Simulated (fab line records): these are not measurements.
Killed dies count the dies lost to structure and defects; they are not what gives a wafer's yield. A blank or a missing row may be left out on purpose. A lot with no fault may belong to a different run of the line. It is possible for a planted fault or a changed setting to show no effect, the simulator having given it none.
A struck lot beside a sound one -- flow nand_harc -- 15 steps out of a route of 1302
Sound: wafers L335.1, L335.2, L335.3. Struck: wafer L348.2. (L348.1, L348.6 of the same lot were not struck and are left out.) The cause comes at the end.
At each step with rows: each side's tool, then ch and its chambers, then its first start. Under that, the readings that differ: sound wafers -- struck wafers -- difference of the means -- sigmas: that difference in standard deviations of wafers without a fault.
alike: same words and numbers on both sides, and readings whose means sit less than 2 such deviations apart. not compared: any withheld reading, any reading some wafer has no value for, any bound like >300 that may hide the same value, and any number with overlapping values for which the record gives no deviation.
Wherever a step has rows on one side only, a row that says differs or no value, or a row with sigmas, the two part there. When numbers do not overlap yet have no deviation, they are printed without sigmas and do not part them. A reading that every wafer of one side lacks parts them only if that side has two wafers or more.

first, 7 steps without rows for these wafers: NHARC_P_CONTACT_COAT_34 (time 65 s); NHARC_P_CONTACT_COAT_06 (resist thk 90 nm); NHARC_P_CONTACT_SOFTBAKE_07 (time 55 s); NHARC_P_CONTACT_EBR_08; NHARC_P_CONTACT_EXPOSE_09 (exposes mask P CA, target cd 90 nm); NHARC_P_CONTACT_PEB_10 (peb time 65 s); NHARC_P_CONTACT_DEVELOP_11 (develop time 35 s).
NHARC_P_CONTACT_CD_MEAS_12 targets a cd of 90 nm.
  sound on cd_sem-03 ch 0, day 7 02:56; struck on cd_sem-02 ch 0, day 12 16:01
reading,sound,struck,difference,sigmas
cd_nm (nm),90.6 90.4 91.3,89.1,-1.7,-3
NHARC_P_CONTACT_OVL_MEAS_13:
  sound on overlay-01 at day 7 03:01; struck on overlay-01 at day 12 16:06
reading,sound,struck,difference,sigmas
overlay_x_nm (nm),1.9 1.9 1.6,0.1,-1.7,-2
  alike: overlay_y_nm
NHARC_P_CONTACT_INSPECT_14:
  sound on defect_inspect-01 at day 7 03:03; struck on defect_inspect-02 at day 12 16:08
  alike: raw_defect_count
NHARC_P_CONTACT_DESCUM_17: chemistry O2, time 3 s.
  sound on rie_diel-12 ch 0,1,3, day 7 03:07; struck on rie_diel-12 ch 1, day 12 16:11
reading,sound,struck,difference,sigmas
rf_hours_counter_h (h),0.7 0.7 0.7,0.1,-0.6,
rf_vpp_V (V),59.7 58.7 56.3,56.3,-1.9,-2
  alike: drypump_motor_current_A, oes_product_au, showerhead_plenum_p_Torr, throttle_valve_pct
NHARC_P_CONTACT_ETCH_35: etches the open film in CF4, target depth 39 nm, time 65 s.
  sound on rie_diel-12 ch 1,2,3, day 7 03:12; struck on rie_diel-12 ch 3, day 12 16:17
reading,sound,struck,difference,sigmas
rf_hours_counter_h (h),0.7 0.7 0.7,0.1,-0.6,
  alike: drypump_motor_current_A, oes_product_au, rf_vpp_V, run_length_s, showerhead_plenum_p_Torr, throttle_valve_pct
NHARC_P_CONTACT_ETCH_36: etches the open film in N2/H2, target depth 260 nm, time 406.25 s.
  sound on rie_diel-12 ch 1,2,3, day 7 03:17; struck on rie_diel-12 ch 0, day 12 16:26
reading,sound,struck,difference,sigmas
rf_hours_counter_h (h),0.8 0.8 0.8,0.2,-0.6,
run_length_s (s),427.4 426.6 427.8,318.1,-109.2,-99 or more
showerhead_plenum_p_Torr (Torr),1.91 1.91 1.90,2.06,+0.15,+2
throttle_valve_pct (%),14.170 14.174 14.172,14.153,-0.019,-2
  alike: drypump_motor_current_A, oes_product_au, rf_vpp_V
NHARC_P_CONTACT_ETCH_18: etches the open film in C4F8/O2/Ar, target depth 481 nm, time 240.5 s.
  sound: rie_diel-12 ch 0,1,2; struck: rie_diel-12 ch 1
reading,sound,struck,difference,sigmas
rf_hours_counter_h (h),0.9 1.0 0.9,0.3,-0.6,
  alike: oes_product_au, rf_vpp_V, run_length_s
-- break in the record here, with 18 days between the starts of the struck wafers on either side (left off in module P_CONTACT, picked up again in module END, where the first step shown is number 1302 on the route) --
NHARC_END_SORT_01:
  the record has rows for the struck wafers here (prober-01 ch 0, day 30 21:50) and none for the sound ones

WHERE THEY PART
At NHARC_P_CONTACT_CD_MEAS_12 first; at NHARC_END_SORT_01 last (within this record only).

WHY: the cause the simulator had injected
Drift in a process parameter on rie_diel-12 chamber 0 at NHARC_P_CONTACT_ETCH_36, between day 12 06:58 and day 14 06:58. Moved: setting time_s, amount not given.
